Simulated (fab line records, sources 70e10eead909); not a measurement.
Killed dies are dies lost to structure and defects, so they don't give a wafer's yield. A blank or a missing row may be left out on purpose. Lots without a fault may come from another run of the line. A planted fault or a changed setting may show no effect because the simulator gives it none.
Tool commonality check | flow nand_harc | 11 lots, 33 wafers sampled

WHY IT WAS OPENED
At NHARC_A_CONTACT_CD_MEAS_42 the reading cd_nm is flagged on 2 of 11 lots. Wafers without a fault read 300.1 nm, standard deviation 0.56.
Rule: a lot is flagged when every wafer of it that has a number lies more than 4 standard deviations from that mean, or none has a number. The other lots count as sound.

lot  | measured     | on        | cd_nm (nm), wafer by wafer | flag
L404 | day 22 03:33 | cd_sem-01 | 299.4 300.9 299.9          |
L408 | day 23 08:40 | cd_sem-03 | 299.8 300.8 300.1          |
L411 | day 24 19:40 | cd_sem-02 | 301.3 300.3 300.8          |
L412 | day 25 08:58 | cd_sem-03 | 300.7 300.0 299.8          |
L413 | day 27 02:51 | cd_sem-02 | 325.5 325.8 325.6          | FLAGGED
L420 | day 27 12:47 | cd_sem-02 | 300.1 299.9 300.3          |
L418 | day 27 13:02 | cd_sem-01 | 321.1 320.8 320.9          | FLAGGED
L422 | day 29 00:25 | cd_sem-02 | 299.6 299.8 299.4          |
L421 | day 29 00:38 | cd_sem-01 | 300.1 300.0 300.1          |
L423 | day 30 02:08 | cd_sem-02 | 300.3 299.6 300.4          |
L426 | day 31 01:59 | cd_sem-01 | 299.7 299.2 300.0          |
The numbers of the flagged lots are 323.3 nm on average: +23.2 nm against the usual, or +41 standard deviations.

WHICH TOOL RAN EACH LOT
The record holds 2 process steps before the reading, out of a route of 1302 steps. In each cell: the tool, then ch and the chambers that the sampled wafers went through, then the start.
lot  | flag    | NHARC_A_CONTACT_DEP_29          | NHARC_A_CONTACT_EXPOSE_39
L404 |         | pecvd-04 ch 0,1,2, day 22 02:54 | arfi_scanner-02 ch 0, day 22 03:25
L408 |         | pecvd-01 ch 0,2, day 23 08:04   | arfi_scanner-03 ch 0, day 23 08:32
L411 |         | pecvd-02 ch 0,1,2, day 24 19:04 | arfi_scanner-03 ch 0, day 24 19:31
L412 |         | pecvd-02 ch 0,2, day 25 08:16   | arfi_scanner-02 ch 0, day 25 08:50
L413 | FLAGGED | pecvd-01 ch 1,2, day 27 02:07   | arfi_scanner-02 ch 0, day 27 02:43
L420 |         | pecvd-01 ch 0,2, day 27 12:04   | arfi_scanner-03 ch 0, day 27 12:39
L418 | FLAGGED | pecvd-02 ch 0,1,2, day 27 12:19 | arfi_scanner-02 ch 0, day 27 12:53
L422 |         | pecvd-01 ch 0,1,2, day 28 23:47 | arfi_scanner-01 ch 0, day 29 00:17
L421 |         | pecvd-01 ch 0,1,2, day 29 00:03 | arfi_scanner-01 ch 0, day 29 00:31
L423 |         | pecvd-04 ch 0,2, day 30 01:31   | arfi_scanner-01 ch 0, day 30 01:59
L426 |         | pecvd-04 ch 0,2, day 31 01:25   | arfi_scanner-01 ch 0, day 31 01:52
What these steps do:
- NHARC_A_CONTACT_DEP_29: deposits SiON, target thk 100 nm.
- NHARC_A_CONTACT_EXPOSE_39: exposes mask A CC 3.
- NHARC_A_CONTACT_CD_MEAS_42: target cd 300 nm.

FLAGGED OVER TOTAL, TOOL BY TOOL (the gauges that took the reading come last)
step                       | tool            | lots run | flagged | share of the flagged lots | sound lots run after its first flagged lot
NHARC_A_CONTACT_DEP_29     | pecvd-01        | 5        | 1       | some                      | 3 (L420,L422,L421)
NHARC_A_CONTACT_DEP_29     | pecvd-02        | 3        | 1       | some                      | 0
NHARC_A_CONTACT_DEP_29     | pecvd-04        | 3        | 0       | none                      | -
NHARC_A_CONTACT_EXPOSE_39  | arfi_scanner-01 | 4        | 0       | none                      | -
NHARC_A_CONTACT_EXPOSE_39  | arfi_scanner-02 | 4        | 2       | all                       | 0
NHARC_A_CONTACT_EXPOSE_39  | arfi_scanner-03 | 3        | 0       | none                      | -
NHARC_A_CONTACT_CD_MEAS_42 | cd_sem-01       | 4        | 1       | some                      | 2 (L421,L426)
NHARC_A_CONTACT_CD_MEAS_42 | cd_sem-02       | 5        | 1       | some                      | 3 (L420,L422,L423)
NHARC_A_CONTACT_CD_MEAS_42 | cd_sem-03       | 2        | 0       | none                      | -

WHAT THE TABLE ALLOWS
1 row of the table ran every flagged lot: arfi_scanner-02 at NHARC_A_CONTACT_EXPOSE_39.
- arfi_scanner-02 at NHARC_A_CONTACT_EXPOSE_39: 2 of its 4 lots flagged. Its last sound lot is L412 (day 25 08:50), its first flagged lot L413 (day 27 02:43): a fault that began between those two fits. Its own readings lie more than 4 standard deviations out on every wafer of the flagged lots: exposure_dose_mJ_cm2.
One tool is left: arfi_scanner-02 at NHARC_A_CONTACT_EXPOSE_39.

WHAT THE SIMULATOR HAD PUT IN
Process parameter drift: arfi_scanner-02, from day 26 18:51 on, at NHARC_A_CONTACT_EXPOSE_39. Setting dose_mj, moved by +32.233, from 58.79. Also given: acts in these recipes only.
Lots struck among those shown: L413, L418. The rule above found the same.
